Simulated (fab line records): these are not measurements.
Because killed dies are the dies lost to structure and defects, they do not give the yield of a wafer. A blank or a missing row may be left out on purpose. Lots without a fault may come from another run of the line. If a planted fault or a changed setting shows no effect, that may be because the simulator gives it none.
fab line records	flow nandHarc
record lots=7	wafers=19	lastDay=23
route steps=1159 shown P_M0@264 END@1159
lots with no fault: from the same line, run without faults
startH: hours from the record's opening day to when the first of the lot's shown wafers began	waitH: hours elapsed since this lot's preceding step	" same as the row above	L1.1+2: a single row standing in for several wafers	- no value, or no start given	* or withheld: withheld	< > ~ a bound
route shown NAME@n: a module of which the file shows steps, and the number in the route of the first	usual: the fault-free wafers' mean and standard deviation	same: alike in all rows	chamber/n: place in a boat	sites: the reading at each site	_std_site: their standard deviation	_edge_site: outer sites' mean less inner sites'	radiusMm: how far each site lies from the wafer's centre	mask NAME#n: copy n	behind: the last tool/chamber to shape the wafer	hold: cause of the lot's hold/its duration in hours/its outcome	device: the n, p or np transistor that did not switch	end of line: the tests these same wafers got at the end of their route	a step with no rows: only its recipe	killed: count of dies lost to structure and defects at first sort (not the wafer's yield)	map: per-die view of a wafer (x killed, . not killed, _ where there is no die)
set.NAME: the run value of the setting; set.NAME@STEP: its run value at that earlier step	model.NAME: the simulator's own value behind a step, which no gauge read
lots at selected steps of the route; one table per step, one row per wafer
services: from which hour (startH, from the record's first day; less than 0 if before it) a tool's chamber was out of use, for how many hours, and why
## steps
# step NHARC_P_M0_OVL_MEAS_10
# recipe pitchNm=180
# usual overlayXNm=0.2/1	overlayYNm=0.0/0.83
lot.wafer	tool	chamber	startH	waitH	overlayXNm	overlayYNm
L877.2	overlay-01	-	124.30	-	0.8	0.3
L877.4	"	-	"	"	1.4	0.9
L877.6	"	-	"	"	0.8	0.6
L879.1	overlay-02	-	134.51	-	2.4	-1.0
L879.3	"	-	"	"	1.6	-0.9
L879.6	"	-	"	"	2.4	-0.9
L888.3	overlay-02	-	191.10	-	-0.2	0.8
L888.5	"	-	"	"	-0.2	0.9
L887.4	overlay-02	-	195.74	-	-1.4	-1.2
L887.5	"	-	"	"	-1.7	-0.8
L889.1	overlay-02	-	197.56	-	-0.7	-1.2
L889.5	"	-	"	"	-0.7	-1.2
L889.6	"	-	"	"	-0.1	-1.2
L891.1	overlay-02	-	207.33	-	-0.6	0.5
L891.3	"	-	"	"	-0.6	0.7
L891.6	"	-	"	"	-0.1	1.0
L893.2	overlay-02	-	216.58	-	0.2	0.8
L893.3	"	-	"	"	0.5	0.9
L893.6	"	-	"	"	0.4	0.8
# step NHARC_P_M0_INSPECT_11
# usual rawDefectCount=3.4/2
lot.wafer	tool	chamber	startH	waitH	rawDefectCount
L877.2	defectInspect-02	-	124.34	0.0	2
L877.4	"	-	"	"	6
L877.6	"	-	"	"	7
L879.1	defectInspect-02	-	134.55	0.0	0
L879.3	"	-	"	"	3
L879.6	"	-	"	"	4
L888.3	defectInspect-01	-	191.14	0.0	4
L888.5	"	-	"	"	3
L887.4	defectInspect-01	-	195.77	0.0	1
L887.5	"	-	"	"	4
L889.1	defectInspect-02	-	197.60	0.0	3
L889.5	"	-	"	"	1
L889.6	"	-	"	"	7
L891.1	defectInspect-02	-	207.37	0.0	0
L891.3	"	-	"	"	0
L891.6	"	-	"	"	3
L893.2	defectInspect-01	-	216.62	0.0	3
L893.3	"	-	"	"	3
L893.6	"	-	"	"	6
# step NHARC_P_M0_DESCUM_14
# recipe timeS=3	o2FlowSccm=200	arFlowSccm=0	biasPowerW=0	chemistry=O2
# usual drypumpMotorCurrentA=5.9/0.4	o2FlowSccm=199.9/0.62	oesProductAu=0.999/0.01	rfVppV=57.8/0.94	showerheadPlenumPTorr=1.93/0.084	throttleValvePct=11.311/0.0099
lot.wafer	tool	chamber	startH	waitH	drypumpMotorCurrentA	o2FlowSccm	oesProductAu	rfHoursCounterH	rfVppV	showerheadPlenumPTorr	throttleValvePct
L877.4	rieDiel-06	0	124.40	0.1	6.5	200.5	0.999	4	58.5	1.96	11.302
L877.2	"	3	"	"	5.6	199.7	0.993	4	57.6	2.02	11.314
L877.6	"	0	"	"	6.5	200.0	1.000	-	59.0	1.96	11.307
L879.1	rieDiel-05	1	134.62	0.1	5.5	200.6	1.007	10	57.3	2.00	11.293
L879.3	"	3	"	"	6.1	199.1	1.002	9	57.4	1.92	11.312
L879.6	"	0	"	"	5.5	199.2	0.997	-	59.4	1.95	11.322
L888.3	rieDiel-06	0	191.21	0.1	6.5	200.2	1.017	9	59.8	1.96	11.321
L888.5	"	1	"	"	5.9	200.1	1.020	-	56.6	1.80	11.293
L887.4	rieDiel-06	1	195.86	0.1	5.9	200.5	1.019	11	57.9	1.80	11.308
L887.5	"	2	"	"	5.8	199.3	0.990	-	58.2	1.87	11.311
L889.1	rieDiel-06	2	197.67	0.1	5.8	199.7	0.973	7	57.8	1.87	11.308
L889.6	"	1	"	"	5.9	200.0	1.004	-	55.7	1.80	11.309
L889.5	"	2	"	"	5.8	199.4	0.982	-	57.2	1.87	11.294
L891.1	rieDiel-06	1	207.43	0.1	5.9	199.7	1.015	11	55.8	1.80	11.295
L891.3	"	2	"	"	5.8	199.1	0.988	8	57.7	1.87	11.291
L891.6	"	2	"	"	5.7	199.4	0.982	-	57.5	1.87	11.322
L893.3	rieDiel-07	3	216.68	0.1	6.5	198.9	0.987	12	57.3	1.93	11.319
L893.2	"	0	"	"	6.1	200.1	0.995	12	59.6	2.00	11.305
L893.6	"	0	"	"	6.2	200.2	0.989	-	57.8	2.00	11.320
# step NHARC_P_M0_ETCH_34
# recipe targetDepthA=400	overetchA=120	timeS=43.94	ionEnergyEv=200	n2FlowSccm=150	h2FlowSccm=150	arFlowSccm=0	rfW=400	biasW=150	chemistry=N2/H2
# step NHARC_P_M0_ETCH_15
# recipe targetDepthA=1500	overetchA=150	timeS=82.5	c4f8FlowSccm=withheld	arFlowSccm=400	rfW=600	biasW=300	chemistry=C4F8/Ar
# step NHARC_P_M0_CD_MEAS_16
# usual cdNm=89.7/0.82
lot.wafer	tool	chamber	startH	waitH	cdNm
L877.2	cdSem-01	-	124.70	-	89.6
L877.4	"	-	"	"	89.7
L877.6	"	-	"	"	88.3
L879.1	cdSem-01	-	134.93	-	90.9
L879.3	"	-	"	"	89.9
L879.6	"	-	"	"	89.2
L888.3	cdSem-02	-	191.55	-	88.4
L888.5	"	-	"	"	88.3
L887.4	cdSem-02	-	196.14	-	89.6
L887.5	"	-	"	"	88.8
L889.1	cdSem-02	-	197.96	-	88.8
L889.5	"	-	"	"	89.1
L889.6	"	-	"	"	89.9
L891.1	cdSem-03	-	207.73	-	89.7
L891.3	"	-	"	"	89.1
L891.6	"	-	"	"	88.7
L893.2	cdSem-03	-	216.98	-	90.6
L893.3	"	-	"	"	90.1
L893.6	"	-	"	"	91.0
# step NHARC_P_M0_STRIP_18
# recipe powerW=1000	n2FlowSccm=150	h2FlowSccm=150	arFlowSccm=0	biasW=0	chemistry=N2/H2
# usual drypumpMotorCurrentA=6.0/0.43	oesProductAu=1.001/0.0087	powerW=999/3.1	rfVppV=90.8/1	showerheadPlenumPTorr=2.06/0.093	throttleValvePct=14.170/0.0084
lot.wafer	tool	chamber	startH	waitH	drypumpMotorCurrentA	oesProductAu	powerW	rfHoursCounterH	rfVppV	showerheadPlenumPTorr	throttleValvePct
L877.2	rieDiel-05	3	124.77	0.1	6.1	1.004	1006	9	90.4	2.05	14.178
L877.4	"	3	"	"	6.1	1.011	1001	-	89.9	2.05	14.147
L877.6	"	1	"	"	5.5	0.999	998	-	91.6	2.14	14.160
L879.1	rieDiel-06	1	135.00	0.1	5.9	1.010	999	4	89.5	1.92	14.175
L879.3	"	0	"	"	6.5	0.993	1006	5	91.4	2.09	14.148
L879.6	"	1	"	"	5.9	1.008	1003	-	90.7	1.92	14.179
L888.3	rieDiel-05	2	191.67	0.1	5.2	0.992	992	2	90.5	2.15	14.170
L888.5	"	0	"	"	5.5	0.993	994	-	90.3	2.08	14.179
L887.4	rieDiel-07	2	196.28	0.1	6.4	1.004	1001	10	89.1	1.90	14.185
L887.5	"	0	"	"	6.2	0.988	1001	-	91.8	2.13	14.180
L889.1	rieDiel-05	0	198.11	0.2	5.5	0.999	998	1	90.6	2.08	14.174
L889.5	"	1	"	"	5.4	1.004	1001	-	90.7	2.14	14.169
L889.6	"	2	"	"	5.2	1.007	998	-	92.0	2.15	14.167
L891.3	rieDiel-07	2	207.80	0.1	6.5	1.013	998	11	90.3	1.90	14.157
L891.1	"	3	"	"	6.5	0.990	996	12	90.7	2.06	14.166
L891.6	"	3	"	"	6.5	0.999	1002	-	90.7	2.06	14.182
L893.3	rieDiel-06	1	217.08	0.1	5.9	0.998	991	12	91.2	1.92	14.159
L893.2	"	3	"	"	5.6	0.993	1003	13	90.3	2.15	14.180
L893.6	"	1	"	"	5.9	1.000	996	-	90.0	1.92	14.172
# step NHARC_P_M0_STRIP_19
# recipe timeS=600	tempC=30	chemistry=postEtchResidueRemover
# step NHARC_P_M0_DEGAS_28
# recipe tempC=250	timeS=60
# step NHARC_P_M0_PRE_CLEAN_29
# recipe timeS=30	tempC=280	gas=H2/He
# usual heaterPowerW=410/44
lot.wafer	tool	chamber	startH	waitH	heaterPowerW
L877.2	pvdSputter-03	-	-	-	387
L877.4	"	-	"	"	372
L877.6	"	-	"	"	414
L879.1	pvdSputter-01	-	-	-	395
L879.3	"	-	"	"	417
L879.6	"	-	"	"	405
L888.3	pvdSputter-02	-	-	-	419
L888.5	"	-	"	"	397
L887.4	pvdSputter-02	-	-	-	423
L887.5	"	-	"	"	387
L889.1	pvdSputter-01	-	-	-	436
L889.6	"	-	"	"	410
L889.5	"	-	"	"	468
L891.1	pvdSputter-03	-	-	-	428
L891.3	"	-	"	"	393
L891.6	"	-	"	"	375
L893.2	pvdSputter-03	-	-	-	360
L893.3	"	-	"	"	379
L893.6	"	-	"	"	359
# step NHARC_P_M0_PVD_20
# recipe targetThkA=50	biasV=168.6	powerW=15000	chamberPressurePa=0.12	timeS=8.06	substrateTempC=50	material=TaN
# step NHARC_P_M0_PVD_21
# recipe targetThkA=300	chamberPressurePa=5	powerW=5000	substrateTempC=30	timeS=20.49	material=Cu
# usual throttleValvePct=30.6/1.2
lot.wafer	tool	chamber	startH	waitH	throttleValvePct
L877.4	pvdSputter-03	-	-	-	32.8
L877.2	"	-	"	"	30.0
L877.6	"	-	"	"	30.9
L879.3	pvdSputter-01	-	-	-	32.1
L879.1	"	-	"	"	30.2
L879.6	"	-	"	"	30.8
L888.3	pvdSputter-02	-	-	-	28.5
L888.5	"	-	"	"	29.4
L887.4	pvdSputter-02	-	-	-	29.8
L887.5	"	-	"	"	31.5
L889.1	pvdSputter-01	-	-	-	31.3
L889.6	"	-	"	"	31.1
L889.5	"	-	"	"	31.0
L891.1	pvdSputter-03	-	-	-	32.7
L891.3	"	-	"	"	30.0
L891.6	"	-	"	"	33.1
L893.3	pvdSputter-03	-	-	-	30.4
L893.2	"	-	"	"	30.3
L893.6	"	-	"	"	30.6
# step NHARC_P_M0_ECD_22
# recipe targetThkA=4000	bathTempC=25	material=Cu
lot.wafer	tool	chamber	startH	waitH
L877.2+4+6	ecdCu-01	0,1,1	125.73	-
L879.1+3+6	ecdCu-02	1,1,0	135.90	-
L888.3+5	ecdCu-02	0	192.67	-
L887.4+5	ecdCu-02	1	197.21	-
L889.1+6+5	ecdCu-02	0,0,1	198.94	-
L891.1+3+6	ecdCu-01	0	208.72	-
L893.2+3+6	ecdCu-01	0,0,1	217.97	-
# step NHARC_P_M0_ANNEAL_30
# recipe tempC=225	timeS=90
# usual wafer_temp_C_max=226.4/0.49
lot.wafer	tool	chamber	startH	waitH	wafer_temp_C_max
L877.2	rtpAnneal-02	0	126.16	-	226.0
L877.4	"	0	"	"	225.9
L877.6	"	0	"	"	226.4
L879.1	rtpAnneal-02	0	136.28	-	226.6
L879.3	"	0	"	"	226.7
L879.6	"	0	"	"	226.1
L888.3	rtpAnneal-02	0	193.00	0.3	225.9
L888.5	"	0	"	"	226.3
L887.4	rtpAnneal-02	0	197.64	-	225.8
L887.5	"	0	"	"	226.1
L889.1	rtpAnneal-02	0	199.73	0.7	225.9
L889.5	"	0	"	"	226.1
L889.6	"	0	"	"	225.7
L891.1	rtpAnneal-02	0	209.09	-	226.1
L891.3	"	0	"	"	226.2
L891.6	"	0	"	"	225.9
L893.2	rtpAnneal-01	0	218.40	-	227.0
L893.3	"	0	"	"	226.7
L893.6	"	0	"	"	227.3
# step NHARC_P_M0_CMP_23
# recipe tOverpolishS=20	targetThkNm=117.53
# usual motorCurrentA=12.3/0.92	retainingRingPressureFrac=0.999/0.0052	timeToEndpointS=28.5/2.9
lot.wafer	tool	chamber	startH	waitH	motorCurrentA	retainingRingPressureFrac	timeToEndpointS
L877.2	cmp-03	1	126.45	-	11.5	0.997	28.7
L877.4	"	3	"	"	14.2	0.990	28.0
L877.6	"	2	"	"	11.9	0.996	32.8
L879.3	cmp-04	2	136.65	-	14.9	1.000	25.8
L879.1	"	0	"	"	10.9	0.998	25.1
L879.6	"	2	"	"	14.5	1.002	26.9
L888.3	cmp-01	1	193.27	-	11.3	1.003	36.4
L888.5	"	0	"	"	11.4	0.999	11.3
L887.4	cmp-01	1	197.91	-	11.5	1.008	31.8
L887.5	"	2	"	"	10.9	1.005	5.1
L889.1	cmp-03	0	200.10	-	12.8	1.004	12.4
L889.5	"	3	"	"	14.0	1.005	11.3
L889.6	"	0	"	"	13.2	1.004	28.9
L891.1	cmp-03	2	209.44	-	12.1	0.993	30.1
L891.3	"	1	"	"	12.3	0.995	27.8
L891.6	"	2	"	"	12.1	0.996	30.6
L893.2	cmp-01	2	218.74	-	11.5	1.004	24.7
L893.3	"	3	"	"	12.8	1.001	23.2
L893.6	"	1	"	"	11.6	0.987	31.6
# step NHARC_P_M0_THK_MEAS_24
# recipe thkMeasGauge=xrf
# usual thkNm=117.7/1.6
lot.wafer	tool	chamber	startH	waitH	thkNm
L877.2	filmMetro-01	-	126.76	-	119.0
L877.4	"	-	"	"	116.8
L877.6	"	-	"	"	119.0
L879.1	filmMetro-02	-	136.94	-	118.5
L879.3	"	-	"	"	117.3
L879.6	"	-	"	"	116.7
L888.3	filmMetro-01	-	193.56	-	118.9
L888.5	"	-	"	"	118.7
L887.4	filmMetro-01	-	198.14	-	118.2
L887.5	"	-	"	"	115.6
L889.1	filmMetro-01	-	200.39	-	117.2
L889.5	"	-	"	"	117.0
L889.6	"	-	"	"	118.6
L891.1	filmMetro-02	-	209.75	-	117.3
L891.3	"	-	"	"	117.2
L891.6	"	-	"	"	118.0
L893.2	filmMetro-01	-	219.00	-	117.2
L893.3	"	-	"	"	115.5
L893.6	"	-	"	"	120.9
# step NHARC_END_SORT_01
# recipe tempC=25
# usual defectLimitedYield=95.6/1.6	killedAtArray=26/10	killedAtOther=0.8/1.1	killedAtPeriphery=3.3/2.6	killedDies=30/11	killedOpen=3.4/1.8	killedShort=2.0/1.3	sort_bin_2_pct=1.4/0.6	sort_bin_3_pct=0.22/0.19	sort_bin_4_pct=2.8/1.1	sortNPass=647/11	sortRimYieldPct=95.8/3	sortYieldPct=95.6/1.6
# same grossDies=677	sort_bin_5_pct[%]=0	sort_bin_6_pct[%]=0	sort_bin_7_pct[%]=0	sort_bin_8_pct[%]=0	sortRimNGross=106.00
lot.wafer	tool	chamber	startH	waitH	defectLimitedYield[%]	killedAtArray	killedAtOther	killedAtPeriphery	killedDies	killedOpen	killedShort	sort_bin_2_pct[%]	sort_bin_3_pct[%]	sort_bin_4_pct[%]	sortNPass	sortRimYieldPct[%]	sortYieldPct[%]
L877.2	prober-02	0	449.75	2.8	98.2	12	0	0	12	3	1	0.3	0.15	1.3	665	98.1	98.2
L877.4	prober-02	0	451.36	3.4	97.6	10	0	6	16	4	2	0.6	0	1.8	661	98.1	97.6
L877.6	prober-02	0	452.98	4.0	96.6	17	0	6	23	4	2	1.3	0.15	1.9	654	97.2	96.6
L879.1	prober-02	0	456.80	2.5	96.8	21	0	1	22	2	3	1.3	0.30	1.6	655	97.2	96.8
L879.3	prober-02	0	458.42	3.1	96.0	22	2	3	27	5	2	1.6	0.30	2.1	650	95.3	96.0
L879.6	prober-02	0	460.85	4.1	97.2	18	0	1	19	3	3	1.0	0.30	1.5	658	98.1	97.2
L888.3	prober-01	0	500.58	3.1	98.1	11	0	2	13	3	2	0.6	0.15	1.2	664	97.2	98.1
L888.5	prober-01	0	502.17	3.7	97.6	14	1	1	16	4	1	1.2	0	1.2	661	100.0	97.6
# killed by level:class
L877.2 A_STAIRCASE:chamberFilmFlake=4 A_CONTACT:geometricParticle:open=2 A_WL_FILL:geometricParticle:short=1 A_M0:geometricParticle:open=1 A_ZERO_WELL:chamberFilmFlake=1 A_CHANNEL_HOLE_D1:chamberFilmFlake=1 A_CHANNEL_FILL_D1:chamberFilmFlake=1 A_CONTACT:chamberFilmFlake=1
L877.4 A_CHANNEL_HOLE_D1:chamberFilmFlake=3 P_M0:geometricParticle:open=2 P_STI:chamberFilmFlake=2 A_CONTACT:chamberFilmFlake=2 P_CONTACT:geometricParticle:open=1 P_M0:geometricParticle:short=1 A_ONON_D1:geometricParticle:open=1 A_CHANNEL_FILL_D1:geometricParticle:short=1
L877.6 A_STAIRCASE:chamberFilmFlake=8 A_ZERO_WELL:chamberFilmFlake=5 P_M0:geometricParticle:open=2 P_STI:chamberFilmFlake=2 P_M0:geometricParticle:short=1 A_SOURCE_PLATE:geometricParticle:short=1 A_CONTACT:geometricParticle:open=1 A_M0:geometricParticle:open=1
L879.1 A_CHANNEL_HOLE_D1:chamberFilmFlake=8 A_STAIRCASE:chamberFilmFlake=5 A_CONTACT:chamberFilmFlake=3 P_CONTACT:geometricParticle:open=1 A_ONON_D1:geometricParticle:short=1 A_CHANNEL_FILL_D1:geometricParticle:short=1 A_WL_FILL:geometricParticle:short=1 A_CONTACT:geometricParticle:open=1
L879.3 A_CHANNEL_HOLE_D1:chamberFilmFlake=9 A_STAIRCASE:chamberFilmFlake=5 A_CONTACT:chamberFilmFlake=3 A_M0:geometricParticle:open=2 THIN_TSV:chamberFilmFlake=2 P_GATE:geometricParticle:open=1 P_CONTACT:geometricParticle:short=1 P_M2:geometricParticle:open=1
L879.6 A_CHANNEL_HOLE_D1:chamberFilmFlake=6 A_STAIRCASE:chamberFilmFlake=4 A_CONTACT:geometricParticle:short=2 A_CONTACT:chamberFilmFlake=2 A_ONON_D1:geometricParticle:open=1 A_WL_FILL:geometricParticle:open=1 A_WL_FILL:geometricParticle:short=1 A_CONTACT:geometricParticle:open=1
L888.3 A_CHANNEL_HOLE_D1:chamberFilmFlake=4 A_CONTACT:chamberFilmFlake=3 A_CONTACT:geometricParticle:open=2 P_M1:geometricParticle:short=1 A_CONTACT:geometricParticle:short=1 A_BLC:geometricParticle:open=1 P_ZERO_WELL:chamberFilmFlake=1
L888.5 A_CHANNEL_HOLE_D1:chamberFilmFlake=8 P_M1:geometricParticle:open=1 A_WL_FILL:geometricParticle:short=1 A_WL_FILL:geometricParticle:open=1 A_BLC:geometricParticle:open=1 A_M1:geometricParticle:open=1 A_ZERO_WELL:chamberFilmFlake=1 A_CONTACT:chamberFilmFlake=1
## services
tool	chamber	startH	hours	kind
pvdSputter-03	-	102.09	10.0	pm
cmp-04	-	105.17	4.0	pm
rieDiel-06	2	112.17	4.8	repair
ecdCu-01	-	113.37	1.0	repair
ecdCu-01	-	121.24	2.0	repair
rieDiel-05	0	123.67	6.2	repair
pvdSputter-02	-	124.20	8.7	repair
rieDiel-07	-	129.04	0.4	repair
rieDiel-06	0	131.18	1.4	repair
rieDiel-05	3	139.54	5.4	repair
cmp-03	-	156.18	4.0	pm
pvdSputter-01	-	158.00	10.0	pm
rieDiel-06	2	163.06	29.0	repair
rieDiel-05	-	163.65	9.0	pm
rieDiel-06	0	173.29	8.7	repair
cmp-01	-	179.74	4.0	pm
ecdCu-02	-	180.00	8.0	pm
cmp-04	-	182.03	1.3	repair
cmp-04	-	203.17	4.0	pm
rieDiel-05	1	207.39	11.3	repair
pvdSputter-02	-	214.00	10.0	pm
pvdSputter-01	-	214.43	1.0	repair
cmp-01	-	214.67	1.9	repair
cmp-04	-	215.71	0.9	repair
## key
firstSign step=NHARC_P_M0_CMP_23	reading=timeToEndpointS	direction=down	sigmas=6.3	usual=*	struck=*
effect none on later readings
metAt NHARC_P_M0_ECD_22
struckWafers L887.5,L888.5,L889.1,L889.5
onsetBetween 135.90 192.67
fault kind=processParameterDrift	tool=ecdCu-02	chamber=-	onsetH=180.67	steps=NHARC_P_M0_ECD_22	channel=targetThkA	offset=*	shape=step	endH=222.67	scope=struckWafersOnly	actsIn=*	stated=*
